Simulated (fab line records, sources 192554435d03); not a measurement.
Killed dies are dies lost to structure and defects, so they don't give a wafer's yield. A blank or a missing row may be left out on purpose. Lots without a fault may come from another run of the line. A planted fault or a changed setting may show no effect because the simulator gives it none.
Split-lot experiment | flow n5_finfet | 7 lots, 39 wafers read, on a route of 1938 steps

THE SPLIT
At N5_BEOL_M1_TRENCH_ETCH_37 (etches SiOC in C4F6/O2, target depth 55.207 nm, time 29 s), the setting time_s was moved away from the recipe's 29 s on 12 of the 39 wafers read, by -57.1% to +54.4%. The other wafers ran this setting at the recipe's value.

FROM THE SPLIT TO THE READING: what the file shows between them, 2 steps
- N5_BEOL_M1_ETCH_41: etches SiCN in CH3F/O2, target depth 31.9 nm, time 57.8 s
- N5_BEOL_M1_STRIP_97: strips in N2/H2, time 10 s

THE READING
trench_depth_nm, in nm, at N5_BEOL_M1_OCD_MEAS_38. Fault-free wafers of this fab line usually give 55.4 nm, standard deviation 1.2 nm.

wafer  | tool, chamber at the split | time_s as run, s | against the recipe | trench_depth_nm, nm | against lot-mates on the recipe
L076.1 | rie_diel-05, 2             | 29               | recipe             | 55.1                | -
L076.2 | rie_diel-05, 3             | 12.45            | -57.1%             | 23.8                | -32.1
L076.3 | rie_diel-05, 0             | 29               | recipe             | 57.5                | -
L076.4 | rie_diel-05, 1             | 12.45            | -57.1%             | 23.8                | -32.1
L076.5 | rie_diel-05, 3             | 29               | recipe             | 55.2                | -
L076.6 | rie_diel-05, 2             | 12.45            | -57.1%             | 23.6                | -32.3
L086.1 | rie_diel-01, 3             | 29               | recipe             | 55.0                | -
L086.2 | rie_diel-01, 0             | 29               | recipe             | 54.0                | -
L086.3 | rie_diel-01, 2             | 29               | recipe             | 56.7                | -
L086.4 | rie_diel-01, 1             | 29               | recipe             | 54.2                | -
L086.5 | rie_diel-01, 3             | 29               | recipe             | 55.9                | -
L086.6 | rie_diel-01, 2             | 29               | recipe             | 56.4                | -
L090.1 | rie_diel-01, 0             | 29               | recipe             | 53.6                | -
L090.2 | rie_diel-01, 2             | 39.13            | +34.9%             | 75.9                | +21.7
L090.3 | rie_diel-01, 3             | 29               | recipe             | 54.9                | -
L090.4 | rie_diel-01, 1             | 29               | recipe             | 54.2                | -
L090.5 | rie_diel-01, 0             | 39.13            | +34.9%             | 72.8                | +18.6
L090.6 | rie_diel-01, 3             | 39.13            | +34.9%             | 73.6                | +19.4
L091.1 | rie_diel-01, 1             | 44.79            | +54.4%             | 84.1                | +29.3
L091.2 | rie_diel-01, 3             | 29               | recipe             | 55.4                | -
L091.3 | rie_diel-01, 0             | 29               | recipe             | 54.2                | -
L091.4 | rie_diel-01, 2             | 44.79            | +54.4%             | 86.4                | +31.6
L091.5 | rie_diel-01, 0             | 29               | recipe             | 54.8                | -
L091.6 | rie_diel-01, 3             | 44.79            | +54.4%             | 85.4                | +30.6
L094.1 | rie_diel-04, 0             | 22.5             | -22.4%             | 42.6                | -14.0
L094.2 | rie_diel-04, 2             | 29               | recipe             | 56.4                | -
L094.3 | rie_diel-04, 3             | 29               | recipe             | 57.0                | -
L094.4 | rie_diel-04, 1             | 22.5             | -22.4%             | 43.2                | -13.4
L094.5 | rie_diel-04, 3             | 29               | recipe             | 56.4                | -
L094.6 | rie_diel-04, 2             | 22.5             | -22.4%             | 43.8                | -12.8
L095.1 | rie_diel-01, 2             | 29               | recipe             | 56.1                | -
L095.2 | rie_diel-01, 3             | 29               | recipe             | 56.2                | -
L095.3 | rie_diel-01, 1             | 29               | recipe             | 54.9                | -
L095.4 | rie_diel-01, 0             | 29               | recipe             | 55.6                | -
L095.5 | rie_diel-01, 2             | 29               | recipe             | 56.4                | -
L095.6 | rie_diel-01, 3             | 29               | recipe             | 56.7                | -
L096.1 | rie_diel-01, 0             | 29               | recipe             | 54.0                | -
L096.4 | rie_diel-01, 3             | 29               | recipe             | 54.7                | -
L096.5 | rie_diel-01, 1             | 29               | recipe             | 53.7                | -

THE FIT
A straight line over all 39 wafers: trench_depth_nm changes by +0.549 nm for each +1% of time_s; r = +1.00; the points scatter about the line by 1.1 nm.
The same after taking each lot's own level away (the mean of its wafers on the recipe; 39 wafers): +0.566 nm for each +1%; r = +1.00; scatter 0.82 nm.
On that fit, the largest move of time_s shifts the reading by 32 nm.
The lots' own levels span 54.13 to 56.60 nm, that is 2.1 times the standard deviation above.
So the lot-to-lot level changes the slope little: the two slopes agree.
Check: with one of the wafers moved furthest among these (-57.1%) left out of the fit, the line predicts -32.4 nm for it against its lot-mates. It came out at -32.1 nm against them.

OTHER SPLITS ON THESE WAFERS
These wafers also went through other splits before the reading. Each is held against what the fit with the lots' levels taken away leaves over:
other split on the same wafers                 | wafers away from the commonest value | r with trench_depth_nm (lot level and that fit taken away)
N5_ZERO_LAYER_PECVD_02 time_s                  | 18                                   | +0.15
N5_FIN_SAQP_HM_DEP_72 target_thk_a             | 15                                   | -0.05
N5_SD_EPI_N_ETCH_16 target_depth_a             | 12                                   | +0.06
N5_MOL_CONTACT_COAG_VIA_ETCH_46 target_depth_a | 18                                   | -0.07

THE WHOLE CHAIN: every reading that the file lists as answering this split, in the file's order
step                      | what it does                                              | reading                                                                          | change (the file's fit)               | r (the file's)
N5_BEOL_M1_TRENCH_ETCH_37 | etches SiOC in C4F6/O2, target depth 55.207 nm, time 29 s | etch.depth_nm (the simulator's own value, which no gauge read)                   | +0.567 nm for each +1% of the setting | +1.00
N5_BEOL_M1_TRENCH_ETCH_37 | etches SiOC in C4F6/O2, target depth 55.207 nm, time 29 s | BEOL_M1.feature_depth_nm (the simulator's own value, which no gauge read)        | +0.567 nm for each +1% of the setting | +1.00
N5_BEOL_M1_TRENCH_ETCH_37 | etches SiOC in C4F6/O2, target depth 55.207 nm, time 29 s | TiN_of_BEOL_M1_HM_DEP_02.thk_nm (the simulator's own value, which no gauge read) | -0.022 nm for each +1% of the setting | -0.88
N5_BEOL_M1_OCD_MEAS_38    |                                                           | trench_depth_nm                                                                  | +0.565 nm for each +1% of the setting | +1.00

THE FILE'S OWN FIT
trench_depth_nm changes by +0.565 nm for each +1% of time_s, r = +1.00.
